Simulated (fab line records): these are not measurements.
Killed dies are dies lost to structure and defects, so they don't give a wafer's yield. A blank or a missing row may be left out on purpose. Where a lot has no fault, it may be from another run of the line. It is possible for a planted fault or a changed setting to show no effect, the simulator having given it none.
Matching of chambers / flow n5_finfet / uv_cure-03 running N5_BEOL_M5_CURE_80: 3 sister chambers
The step cures SiCOH lowk, time 120 s. 16 wafers are shown with their chamber, then 8 later ones without.

WAFERS PAIRED WITH THEIR CHAMBERS
wafer=L076.2; chamber=0; wafer_temp_C_max=372.4; lamp_power_pct (%)=52.27
wafer=L076.3; chamber=0; wafer_temp_C_max=371.4; lamp_power_pct (%)=52.30
wafer=L076.5; chamber=0; wafer_temp_C_max=371.7; lamp_power_pct (%)=52.22
wafer=L085.2; chamber=2; wafer_temp_C_max=372.5; lamp_power_pct (%)=52.38
wafer=L085.4; chamber=2; wafer_temp_C_max=371.9; lamp_power_pct (%)=52.35
wafer=L085.6; chamber=2; wafer_temp_C_max=371.9; lamp_power_pct (%)=52.28
wafer=L084.2; chamber=1; wafer_temp_C_max=370.6; lamp_power_pct (%)=52.26
wafer=L084.4; chamber=1; wafer_temp_C_max=370.5; lamp_power_pct (%)=52.25
wafer=L084.5; chamber=1; wafer_temp_C_max=370.6; lamp_power_pct (%)=52.33
wafer=L089.1; chamber=1; wafer_temp_C_max=370.7; lamp_power_pct (%)=52.20
wafer=L089.2; chamber=1; wafer_temp_C_max=370.9; lamp_power_pct (%)=52.31
wafer=L089.4; chamber=1; wafer_temp_C_max=370.8; lamp_power_pct (%)=52.31
wafer=L094.3; chamber=0; wafer_temp_C_max=371.6; lamp_power_pct (%)=52.32
wafer=L094.4; chamber=0; wafer_temp_C_max=371.6; lamp_power_pct (%)=52.20
wafer=L094.5; chamber=0; wafer_temp_C_max=371.3; lamp_power_pct (%)=52.33
wafer=L096.1; chamber=1; wafer_temp_C_max=371.3; lamp_power_pct (%)=52.37

SIGNATURES (means of the wafers above)
reading=wafer_temp_C_max; chamber 0=371.667; chamber 1=370.771; chamber 2=372.100; scatter within a chamber=0.331
reading=lamp_power_pct; chamber 0=52.2733; chamber 1=52.2900; chamber 2=52.3367; scatter within a chamber=0.0548
Rule: distance of a wafer from a chamber = root of the sum over the readings of ((wafer's reading minus chamber's mean) / reading's scatter) squared. The wafer belongs to the nearest chamber; if the next one is less than 2 further off, it can't be placed. The scatter: the root of (the sum of the squares of (reading less its chamber's mean) over the shown wafers, divided by (wafers less chambers)).

WAFERS WITH NO CHAMBER GIVEN
wafer=L096.3; wafer_temp_C_max=371.1; lamp_power_pct (%)=52.32
wafer=L096.4; wafer_temp_C_max=371.3; lamp_power_pct (%)=52.29
wafer=L097.1; wafer_temp_C_max=371.4; lamp_power_pct (%)=52.34
wafer=L097.2; wafer_temp_C_max=370.6; lamp_power_pct (%)=52.27
wafer=L097.3; wafer_temp_C_max=370.6; lamp_power_pct (%)=52.31
wafer=L097.4; wafer_temp_C_max=370.7; lamp_power_pct (%)=52.30
wafer=L097.5; wafer_temp_C_max=370.8; lamp_power_pct (%)=52.28
wafer=L097.6; wafer_temp_C_max=370.8; lamp_power_pct (%)=52.32

EACH ONE'S CHAMBER
wafer=L096.3; from the rows above=can't be placed: 1 or 0 or 2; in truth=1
wafer=L096.4; from the rows above=can't be placed: 0 or 1 or 2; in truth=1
wafer=L097.1; from the rows above=can't be placed: 0 or 1 or 2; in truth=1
wafer=L097.2; from the rows above=1; in truth=1
wafer=L097.3; from the rows above=1; in truth=1
wafer=L097.4; from the rows above=1; in truth=1
wafer=L097.5; from the rows above=1; in truth=1
wafer=L097.6; from the rows above=1; in truth=1
5 of 8 placed correctly. Not placeable from these rows: 3 (in 3, the candidates include the true chamber). 0 placed wrongly.
